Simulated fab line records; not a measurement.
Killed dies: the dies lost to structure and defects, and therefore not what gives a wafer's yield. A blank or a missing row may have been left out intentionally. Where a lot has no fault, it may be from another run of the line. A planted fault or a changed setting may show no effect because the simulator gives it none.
Lot-split experiment + flow n5-finfet + 39 wafers read from 7 lots, route of 1938 steps

ABOUT THE SPLIT
At N5_SPACER0_ALD_07 (deposits SiNx, target thk 2 nm), the setting target-thk-a was moved away from the recipe's 20 angstrom on 9 of the 39 wafers read, by -28.2% to +50.4%. The other wafers ran this setting at the recipe's value.

The split's own step is where the reading is taken.

THE READING
SiNx_of_SPACER0_ALD_07.thk-nm (the simulator's own value, which no gauge read), in nm, at N5_SPACER0_ALD_07 (deposits SiNx, target thk 2 nm). The file does not state a usual value for it.

| wafer  | tool, chamber at the split | target-thk-a as run, angstrom | against the recipe | SiNx_of_SPACER0_ALD_07.thk-nm, nm | against lot-mates on the recipe |
|--------|----------------------------|-------------------------------|--------------------|-----------------------------------|---------------------------------|
| L079.1 | ald-sin-02, 0,1,2,3,1,2    | 20                            | recipe             | 2                                 | -                               |
| L079.2 | ald-sin-02, 0,1,2,3,1,2    | 20                            | recipe             | 2                                 | -                               |
| L079.3 | ald-sin-02, 0,1,2,3,1,2    | 20                            | recipe             | 2                                 | -                               |
| L079.4 | ald-sin-02, 0,1,2,3,1,2    | 20                            | recipe             | 2                                 | -                               |
| L079.5 | ald-sin-02, 0,1,2,3,1,2    | 20                            | recipe             | 2                                 | -                               |
| L079.6 | ald-sin-02, 0,1,2,3,1,2    | 20                            | recipe             | 2                                 | -                               |
| L080.1 | ald-sin-04, 2,0,2          | 15.33                         | -23.4%             | 1.6                               | -0.4                            |
| L080.2 | ald-sin-04, 2,0,2          | 15.33                         | -23.4%             | 1.6                               | -0.4                            |
| L080.6 | ald-sin-04, 2,0,2          | 15.33                         | -23.4%             | 1.6                               | -0.4                            |
| L080.3 | ald-sin-04, 3,1,3          | 20                            | recipe             | 2                                 | -                               |
| L080.4 | ald-sin-04, 3,1,3          | 20                            | recipe             | 2                                 | -                               |
| L080.5 | ald-sin-04, 3,1,3          | 20                            | recipe             | 2                                 | -                               |
| L081.1 | ald-sin-03, 2,3,3          | 30.09                         | +50.4%             | 3                                 | +1.0                            |
| L081.3 | ald-sin-03, 2,3,3          | 30.09                         | +50.4%             | 3                                 | +1.0                            |
| L081.6 | ald-sin-03, 2,3,3          | 30.09                         | +50.4%             | 3                                 | +1.0                            |
| L081.2 | ald-sin-03, 1,0,2          | 20                            | recipe             | 2                                 | -                               |
| L081.4 | ald-sin-03, 1,0,2          | 20                            | recipe             | 2                                 | -                               |
| L081.5 | ald-sin-03, 1,0,2          | 20                            | recipe             | 2                                 | -                               |
| L083.1 | ald-sin-04, 0,2,3          | 14.37                         | -28.2%             | 1.4                               | -0.6                            |
| L083.2 | ald-sin-04, 0,2,3          | 14.37                         | -28.2%             | 1.4                               | -0.6                            |
| L083.3 | ald-sin-04, 0,2,3          | 14.37                         | -28.2%             | 1.4                               | -0.6                            |
| L083.4 | ald-sin-04, 1,1,2          | 20                            | recipe             | 2                                 | -                               |
| L083.5 | ald-sin-04, 1,1,2          | 20                            | recipe             | 2                                 | -                               |
| L083.6 | ald-sin-04, 1,1,2          | 20                            | recipe             | 2                                 | -                               |
| L085.1 | ald-sin-04, 0,1,3,2,2,3    | 20                            | recipe             | 2                                 | -                               |
| L085.2 | ald-sin-04, 0,1,3,2,2,3    | 20                            | recipe             | 2                                 | -                               |
| L085.3 | ald-sin-04, 0,1,3,2,2,3    | 20                            | recipe             | 2                                 | -                               |
| L085.4 | ald-sin-04, 0,1,3,2,2,3    | 20                            | recipe             | 2                                 | -                               |
| L085.5 | ald-sin-04, 0,1,3,2,2,3    | 20                            | recipe             | 2                                 | -                               |
| L085.6 | ald-sin-04, 0,1,3,2,2,3    | 20                            | recipe             | 2                                 | -                               |
| L089.1 | ald-sin-04, 0,3,2,2,3,0    | 20                            | recipe             | 2                                 | -                               |
| L089.2 | ald-sin-04, 0,3,2,2,3,0    | 20                            | recipe             | 2                                 | -                               |
| L089.3 | ald-sin-04, 0,3,2,2,3,0    | 20                            | recipe             | 2                                 | -                               |
| L089.4 | ald-sin-04, 0,3,2,2,3,0    | 20                            | recipe             | 2                                 | -                               |
| L089.5 | ald-sin-04, 0,3,2,2,3,0    | 20                            | recipe             | 2                                 | -                               |
| L089.6 | ald-sin-04, 0,3,2,2,3,0    | 20                            | recipe             | 2                                 | -                               |
| L093.2 | ald-sin-03, 2,0,1          | 20                            | recipe             | 2                                 | -                               |
| L093.3 | ald-sin-03, 2,0,1          | 20                            | recipe             | 2                                 | -                               |
| L093.6 | ald-sin-03, 2,0,1          | 20                            | recipe             | 2                                 | -                               |
Where a row lists several chambers, the file gives one row for several wafers and doesn't say which wafer went through which chamber.

THE FIT
A straight line over all 39 wafers: SiNx_of_SPACER0_ALD_07.thk-nm changes by +0.0197 nm for each +1% of target-thk-a; r = +1.00; the points scatter about the line by 0.021 nm.
The same after taking each lot's own level away (the mean of its wafers on the recipe; 39 wafers): +0.0197 nm for each +1%; r = +1.00; scatter 0.021 nm.
According to that fit, moving target-thk-a by its largest amount changes the reading by 1 nm.
The lots' own levels span 2.00 to 2.00 nm.
Consequently the slope shifts little with the lot-to-lot level, the two slopes agreeing.
Check: with one of the wafers moved furthest among these (+50.4%) left out of the fit, the line predicts +0.997 nm for it against its lot-mates. Against them it came out at +1 nm.

OTHER SPLITS APPLIED TO THESE WAFERS
Note: prior to the reading, these wafers also went through further splits. Each is held against what the fit with the lots' levels taken away leaves over:
| other split on the same wafers | wafers away from the commonest value | r with SiNx_of_SPACER0_ALD_07.thk-nm (lot level and that fit taken away) |
|--------------------------------|--------------------------------------|--------------------------------------------------------------------------|
| N5_FIN_SAQP_PECVD_06 time-s    | 18                                   | +0.38                                                                    |

FILE'S OWN FIT
SiNx_of_SPACER0_ALD_07.thk-nm changes by +0.0197 nm for each +1% of target-thk-a, r = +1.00.
